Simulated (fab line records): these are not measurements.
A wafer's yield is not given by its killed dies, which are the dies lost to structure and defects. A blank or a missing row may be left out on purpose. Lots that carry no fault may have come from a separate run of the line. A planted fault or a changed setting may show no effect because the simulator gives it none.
Chamber matching / flow n5_finfet / N5_SD_EPI_P_ETCH_16 on rie_diel-06: 3 sister chambers
The step etches SiO2 in CHF3/O2, target depth 5 nm. 14 wafers are shown with their chamber, then 5 later ones without.

WAFERS WITH THEIR CHAMBER
wafer=L075.1; chamber=2; showerhead_plenum_p_Torr (Torr)=2.36; drypump_motor_current_A (A)=6.0; oes_product_au (a.u.)=0.90
wafer=L075.3; chamber=2; showerhead_plenum_p_Torr (Torr)=2.36; drypump_motor_current_A (A)=6.0; oes_product_au (a.u.)=0.90
wafer=L075.6; chamber=3; showerhead_plenum_p_Torr (Torr)=2.32; drypump_motor_current_A (A)=5.5; oes_product_au (a.u.)=0.77
wafer=L076.3; chamber=1; showerhead_plenum_p_Torr (Torr)=2.41; drypump_motor_current_A (A)=5.3; oes_product_au (a.u.)=0.81
wafer=L076.4; chamber=2; showerhead_plenum_p_Torr (Torr)=2.36; drypump_motor_current_A (A)=6.0; oes_product_au (a.u.)=0.90
wafer=L076.6; chamber=1; showerhead_plenum_p_Torr (Torr)=2.41; drypump_motor_current_A (A)=5.3; oes_product_au (a.u.)=0.81
wafer=L079.1; chamber=3; showerhead_plenum_p_Torr (Torr)=2.32; drypump_motor_current_A (A)=5.5; oes_product_au (a.u.)=0.76
wafer=L079.4; chamber=1; showerhead_plenum_p_Torr (Torr)=2.41; drypump_motor_current_A (A)=5.3; oes_product_au (a.u.)=0.80
wafer=L079.5; chamber=3; showerhead_plenum_p_Torr (Torr)=2.31; drypump_motor_current_A (A)=5.5; oes_product_au (a.u.)=0.76
wafer=L080.2; chamber=2; showerhead_plenum_p_Torr (Torr)=2.36; drypump_motor_current_A (A)=5.9; oes_product_au (a.u.)=0.89
wafer=L080.3; chamber=1; showerhead_plenum_p_Torr (Torr)=2.41; drypump_motor_current_A (A)=5.3; oes_product_au (a.u.)=0.79
wafer=L080.5; chamber=1; showerhead_plenum_p_Torr (Torr)=2.41; drypump_motor_current_A (A)=5.4; oes_product_au (a.u.)=0.79
wafer=L087.1; chamber=1; showerhead_plenum_p_Torr (Torr)=2.41; drypump_motor_current_A (A)=5.3; oes_product_au (a.u.)=0.79
wafer=L087.3; chamber=1; showerhead_plenum_p_Torr (Torr)=2.41; drypump_motor_current_A (A)=5.3; oes_product_au (a.u.)=0.79

SIGNATURES (averages over the wafers above)
reading=showerhead_plenum_p_Torr; chamber 1=2.4100; chamber 2=2.3600; chamber 3=2.3167; scatter within a chamber=0.00246
reading=drypump_motor_current_A; chamber 1=5.314; chamber 2=5.975; chamber 3=5.500; scatter within a chamber=0.0382
reading=oes_product_au; chamber 1=0.7971; chamber 2=0.8975; chamber 3=0.7633; scatter within a chamber=0.00789
Rule: distance of a wafer from a chamber = root of the sum over the readings of ((wafer's reading minus chamber's mean) / reading's scatter) squared. The wafer belongs to the nearest chamber; if the next one is less than 2 further off, it can't be placed. The scatter: the root of (the sum of the squares of (reading less its chamber's mean) over the shown wafers, divided by (wafers less chambers)).

WAFERS MISSING THEIR CHAMBER
wafer=L087.5; showerhead_plenum_p_Torr (Torr)=2.41; drypump_motor_current_A (A)=5.3; oes_product_au (a.u.)=0.78
wafer=L091.3; showerhead_plenum_p_Torr (Torr)=2.35; drypump_motor_current_A (A)=6.0; oes_product_au (a.u.)=0.85
wafer=L091.4; showerhead_plenum_p_Torr (Torr)=2.31; drypump_motor_current_A (A)=5.5; oes_product_au (a.u.)=0.74
wafer=L094.1; showerhead_plenum_p_Torr (Torr)=2.30; drypump_motor_current_A (A)=5.5; oes_product_au (a.u.)=0.74
wafer=L094.2; showerhead_plenum_p_Torr (Torr)=2.35; drypump_motor_current_A (A)=6.0; oes_product_au (a.u.)=0.84

CHAMBER TAKEN BY EACH
wafer=L087.5; from the rows above=1; in truth=1
wafer=L091.3; from the rows above=2; in truth=2
wafer=L091.4; from the rows above=3; in truth=3
wafer=L094.1; from the rows above=3; in truth=3
wafer=L094.2; from the rows above=2; in truth=2
Placed correctly: 5 of 5. Number that these rows cannot place: 0. Number placed wrongly: 0.
